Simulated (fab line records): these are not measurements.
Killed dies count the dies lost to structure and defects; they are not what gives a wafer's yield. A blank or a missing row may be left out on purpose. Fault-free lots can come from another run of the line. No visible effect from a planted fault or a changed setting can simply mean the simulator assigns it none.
Comparing a struck lot with a sound one -- flow nandHarc -- 15 steps out of a route of 1302
Sound: these wafers, L606.1, L606.2, L606.3. The struck wafers were L601.1, L601.2, L601.6. The cause is named last.
Per side, at each step with rows, come the tool, then ch with its chambers, and then its first start. Under that, the readings that differ: sound wafers -- struck wafers -- difference of the means -- sigmas: that difference in standard deviations of wafers without a fault.
alike: same words and numbers on both sides, and readings whose means sit less than 2 such deviations apart. not compared: any withheld reading, any reading some wafer has no value for, any bound like >300 that may hide the same value, and any number with overlapping values for which the record gives no deviation.
The two part at a step that has a row with sigmas, a row that says differs or no value, or rows on one side only. Non-overlapping numbers with no deviation appear without sigmas and do not part them. A reading that every wafer of one side lacks parts them only if that side has two wafers or more.

first, 1 step without rows for these wafers: NHARC_A_CHANNEL_HOLE_D2_SRD_30.
NHARC_A_CHANNEL_HOLE_D2_CD_MEAS_31:
  sound on cdSem-03, day 21 08:04; struck on cdSem-01, day 19 14:41
  alike: cdNm
NHARC_A_CHANNEL_HOLE_D2_XSEM_32:
  sound on xsem-01 ch 0, day 21 08:09; struck on xsem-01 ch 0, day 19 14:47
  alike: botCdNm, bowNm, tiltDeg
NHARC_A_CHANNEL_HOLE_D2_INSPECT_40:
  sound on defectInspect-01, day 21 08:14; struck on defectInspect-01, day 19 14:52
  alike: rawDefectCount
then, 3 steps without rows for these wafers: NHARC_A_CHANNEL_FILL_D2_PRECLEAN_00 (cleans in SC1); NHARC_A_CHANNEL_FILL_D2_SRD_01; NHARC_A_CHANNEL_FILL_D2_ALD_02 (deposits SiO2, target thk 6 nm, pulse time 10 s, ald cycles 60).
NHARC_A_CHANNEL_FILL_D2_ALD_03: deposits SiNx, target thk 6 nm, pulse time 60 s, ald cycles 58.
  sound on aldSinBatch-03 ch 0; struck on aldSinBatch-01 ch 0
  alike: precursorPulseHeightRel
NHARC_A_CHANNEL_FILL_D2_ALD_14: deposits SiO2, target thk 2.5 nm, pulse time 10 s, ald cycles 25.
  sound on aldHk-03 ch 1,2,3, day 21 15:46; struck on aldHk-02 ch 0,1, day 19 22:01
  alike: heaterPowerW, precursorPulseHeightRel
then, 1 step without rows for these wafers: NHARC_A_CHANNEL_FILL_D2_ALD_15 (deposits SiNx, target thk 2 nm, pulse time 60 s, ald cycles 19).
NHARC_A_CHANNEL_FILL_D2_ALD_16: deposits SiO2, target thk 1.5 nm, pulse time 10 s, ald cycles 15.
  sound on aldHk-03 ch 0,2,3, day 21 20:43; struck on aldHk-03 ch 0,2,3, day 20 03:20
  alike: heaterPowerW, precursorPulseHeightRel
then, 1 step without rows for these wafers: NHARC_A_CHANNEL_FILL_D2_ANNEAL_17 (time 1800 s).
NHARC_A_CHANNEL_FILL_D2_CVD_18: deposits poly-Si, target thk 3 nm.
  sound on lpcvdPoly-02 ch 0, day 22 05:54; struck on lpcvdPoly-03, day 20 12:56
  no value came back on the struck wafers for spikeTcBottomC (C), spikeTcCentreC (C), zonePowerCentrePct (%); on the sound wafers spikeTcBottomC (C) reads 571.3 571.2 571.6
NHARC_A_CHANNEL_FILL_D2_ETCHBACK_19: etches the open film in HBr/Cl2, target depth 5 nm, time 1.7 s.
  sound on rieSi-03 ch 1,2,3, day 22 07:58; struck on rieSi-04 ch 0,1,2, day 20 14:59
  alike: drypumpMotorCurrentA, oesProductAu, throttleValvePct
  not compared: rfHoursCounterH
-- the record jumps here: 11 days lie between the struck wafers' starts before and after (it left off in module A_CHANNEL_FILL_D2 and takes up again in module END, whose first step shown is number 1302 of the route) --
NHARC_END_SORT_01:
  sound on prober-01 ch 0, day 32 18:46; struck on prober-01 ch 0, day 31 09:02
reading,sound,struck,difference,sigmas
killedAtArray,64 58 82,674 668 675,+604,+29
killedDies,68 62 86,677 677 677,+605,+30
  alike: killedAtOther, killedAtPeriphery, killedOpen, killedShort

== WHERE THEY PART ==
Earliest at NHARC_A_CHANNEL_FILL_D2_CVD_18; latest, in this record, at NHARC_END_SORT_01.

WHY: what the simulator had put in
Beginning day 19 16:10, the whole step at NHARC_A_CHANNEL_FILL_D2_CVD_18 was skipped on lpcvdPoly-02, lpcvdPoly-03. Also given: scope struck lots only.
